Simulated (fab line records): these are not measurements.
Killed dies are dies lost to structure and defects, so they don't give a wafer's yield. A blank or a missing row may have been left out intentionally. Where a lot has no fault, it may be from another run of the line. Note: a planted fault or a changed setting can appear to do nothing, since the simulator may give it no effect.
Which tool is to blame? + flow nand_harc + Sampling: 14 lots, 42 wafers, 6 of 1302 route steps

## WHAT THE GAUGES READ, wafer by wafer
NHARC_P_BONDPAD_THK_MEAS_20: measures by xrf. Usual: thk_nm reads 160.5 nm (standard deviation 1.6).
| lot  | measured     | on            | thk_nm (nm)       | flag |
|------|--------------|---------------|-------------------|------|
| L100 | day 7 01:28  | film_metro-01 | 161.9 160.1 161.1 |      |
| L101 | day 7 16:46  | film_metro-01 | 160.6 157.8 161.4 |      |
| L102 | day 7 18:32  | film_metro-02 | 160.3 158.7 161.6 |      |
| L103 | day 8 11:48  | film_metro-02 | 160.0 158.8 162.0 |      |
| L104 | day 8 19:44  | film_metro-01 | 160.0 160.3 163.0 |      |
| L107 | day 10 05:35 | film_metro-01 | 161.7 161.7 161.1 |      |
| L108 | day 10 09:28 | film_metro-01 | 160.1 162.9 159.9 |      |
| L115 | day 13 09:32 | film_metro-02 | 162.1 158.6 161.5 |      |
| L116 | day 13 14:26 | film_metro-01 | 162.1 162.6 162.0 |      |
| L117 | day 14 06:25 | film_metro-02 | 159.7 162.4 162.6 |      |
| L118 | day 14 13:50 | film_metro-01 | 160.2 158.1 159.7 |      |
| L119 | day 15 02:31 | film_metro-02 | 158.8 158.4 161.4 |      |
| L120 | day 16 00:40 | film_metro-01 | 161.4 159.1 158.4 |      |
| L121 | day 16 03:07 | film_metro-01 | 157.7 160.1 161.4 |      |

NHARC_A_SOURCE_PLATE_INSPECT_08. Usual: raw_defect_count reads 59 (standard deviation 26).
| lot  | measured     | on                | raw_defect_count | flag |
|------|--------------|-------------------|------------------|------|
| L100 | day 7 23:43  | defect_inspect-01 | 72 69 125        |      |
| L101 | day 8 16:24  | defect_inspect-01 | 76 58 94         |      |
| L102 | day 8 16:24  | defect_inspect-02 | 35 48 41         |      |
| L103 | day 9 11:39  | defect_inspect-01 | 70 51 48         |      |
| L104 | day 9 18:35  | defect_inspect-01 | 94 83 157        |      |
| L107 | day 11 05:01 | defect_inspect-01 | 35 31 71         |      |
| L108 | day 11 10:53 | defect_inspect-01 | 48 46 40         |      |
| L115 | day 14 14:26 | defect_inspect-02 | 109 103 58       |      |
| L116 | day 14 14:26 | defect_inspect-01 | 109 66 53        |      |
| L117 | day 15 04:49 | defect_inspect-02 | 48 56 26         |      |
| L118 | day 15 14:58 | defect_inspect-02 | 56 54 18         |      |
| L119 | day 16 01:37 | defect_inspect-01 | 41 56 29         |      |
| L120 | day 16 23:27 | defect_inspect-02 | 45 76 45         |      |
| L121 | day 16 23:26 | defect_inspect-02 | 67 44 77         |      |

NHARC_A_ONON_D1_THK_MEAS_14: measures by ellipsometry. Usual: thk_nm reads 1002 nm (standard deviation 8.6).
| lot  | measured     | on            | thk_nm (nm)    | flag |
|------|--------------|---------------|----------------|------|
| L100 | day 8 02:34  | film_metro-01 | 1002 1003 1004 |      |
| L101 | day 8 19:14  | film_metro-02 | 998 998 998    |      |
| L102 | day 8 19:14  | film_metro-01 | 995 993 994    |      |
| L103 | day 9 14:31  | film_metro-02 | 1014 1015 1014 |      |
| L104 | day 9 21:27  | film_metro-01 | 1006 1004 1006 |      |
| L107 | day 11 07:52 | film_metro-02 | 284 284 283    | OFF  |
| L108 | day 11 13:43 | film_metro-02 | 296 298 298    | OFF  |
| L115 | day 14 17:16 | film_metro-01 | 1002 1001 1003 |      |
| L116 | day 14 17:16 | film_metro-02 | 994 996 993    |      |
| L117 | day 15 07:40 | film_metro-02 | 991 995 994    |      |
| L118 | day 15 17:50 | film_metro-01 | 1003 1004 1003 |      |
| L119 | day 16 04:29 | film_metro-01 | 1013 1013 1013 |      |
| L120 | day 17 02:35 | film_metro-01 | 982 983 983    |      |
| L121 | day 17 02:16 | film_metro-01 | 1006 1008 1007 |      |

NHARC_A_ONON_D1_INSPECT_32. Usual: raw_defect_count reads 72 (standard deviation 27).
| lot  | measured     | on                | raw_defect_count | flag |
|------|--------------|-------------------|------------------|------|
| L100 | day 8 13:29  | defect_inspect-02 | 84 99 132        |      |
| L101 | day 9 06:08  | defect_inspect-01 | 105 78 101       |      |
| L102 | day 9 05:52  | defect_inspect-02 | 51 60 51         |      |
| L103 | day 10 02:47 | defect_inspect-01 | 86 66 64         |      |
| L104 | day 10 08:29 | defect_inspect-01 | 108 90 176       |      |
| L107 | day 11 18:39 | defect_inspect-01 | 49 29 76         |      |
| L108 | day 12 00:39 | defect_inspect-02 | 58 57 51         |      |
| L115 | day 15 03:38 | defect_inspect-02 | 116 125 88       |      |
| L116 | day 15 03:38 | defect_inspect-01 | 118 73 62        |      |
| L117 | day 15 19:58 | defect_inspect-01 | 62 69 34         |      |
| L118 | day 16 04:27 | defect_inspect-01 | 76 76 32         |      |
| L119 | day 16 15:11 | defect_inspect-02 | 67 80 37         |      |
| L120 | day 17 12:52 | defect_inspect-01 | 56 89 60         |      |
| L121 | day 17 12:51 | defect_inspect-02 | 76 60 83         |      |

NHARC_END_SORT_01. Usual: killed_at_array 52, standard deviation 16; killed_at_other 0.8, standard deviation 0.98; killed_at_periphery 4.2, standard deviation 2.9; killed_dies 57, standard deviation 16; killed_open 3.3, standard deviation 1.9; killed_short 2.5, standard deviation 1.5.
| lot  | measured     | on        | killed_at_array | killed_at_other | killed_at_periphery | killed_dies | killed_open | killed_short | flag |
|------|--------------|-----------|-----------------|-----------------|---------------------|-------------|-------------|--------------|------|
| L107 | day 27 16:05 | prober-01 | 667 671 662     | 0 2 1           | 10 4 14             | 677 677 677 | 6 2 6       | 2 2 2        | OFF  |
| L108 | day 27 16:05 | prober-02 | 671 670 672     | 3 4 4           | 3 3 1               | 677 677 677 | 3 1 5       | 3 2 1        | OFF  |

## TOOL THAT RAN EACH LOT (tool first, then ch and the chambers of the sampled wafers, then the start)
| lot  | NHARC_A_ONON_D1_DEP_12           |
|------|----------------------------------|
| L100 | pecvd_onon-04 ch 0, day 8 02:10  |
| L101 | pecvd_onon-03 ch 0, day 8 18:51  |
| L102 | pecvd_onon-04 ch 0, day 8 18:43  |
| L103 | pecvd_onon-04 ch 0, day 9 14:03  |
| L104 | pecvd_onon-02 ch 0, day 9 20:56  |
| L107 | pecvd_onon-02 ch 0, day 11 07:22 |
| L108 | pecvd_onon-02 ch 0, day 11 13:13 |
| L115 | pecvd_onon-03 ch 0, day 14 16:45 |
| L116 | pecvd_onon-02 ch 0, day 14 16:49 |
| L117 | pecvd_onon-02 ch 0, day 15 07:10 |
| L118 | pecvd_onon-04 ch 0, day 15 17:18 |
| L119 | pecvd_onon-03 ch 0, day 16 03:59 |
| L120 | pecvd_onon-04 ch 0, day 17 02:08 |
| L121 | pecvd_onon-03 ch 0, day 17 01:49 |
- NHARC_A_ONON_D1_DEP_12: target thk 1000 nm.

## AS READ BY THE TOOLS THEMSELVES (means over the sampled wafers that have a number; for cases with no such wafer, the mark the record gives instead)
The record holds no such reading with a usual standard deviation.

## THE ANSWER, worked out from the rows above alone
Rule: lot off if the mean of its wafers having a number is beyond 3 standard deviations from the usual mean. Also off: a lot with no number at a reading for which 4 or more lots have one. All remaining lots with rows at the step are treated as sound. Order of review: gauges by route order, followed by the tools' own readings, for which a lot's mean as printed above is used. The first step at which some lot is off is used, and at that step the reading that is off furthest; a lot without a number counts as furthest.
Off at NHARC_A_ONON_D1_THK_MEAS_14 (thk_nm): L107, L108.
If a tool, at a process step before that reading, ran all the lots that are off and no sound lot after the first of them, it fits. Not tried: the gauges at NHARC_A_ONON_D1_THK_MEAS_14; whatever is off there is also off at NHARC_END_SORT_01, on other tools, and gauge error can't account for it. Of those tried, none fits.

## WHAT HAD BEEN PUT IN BY THE SIMULATOR
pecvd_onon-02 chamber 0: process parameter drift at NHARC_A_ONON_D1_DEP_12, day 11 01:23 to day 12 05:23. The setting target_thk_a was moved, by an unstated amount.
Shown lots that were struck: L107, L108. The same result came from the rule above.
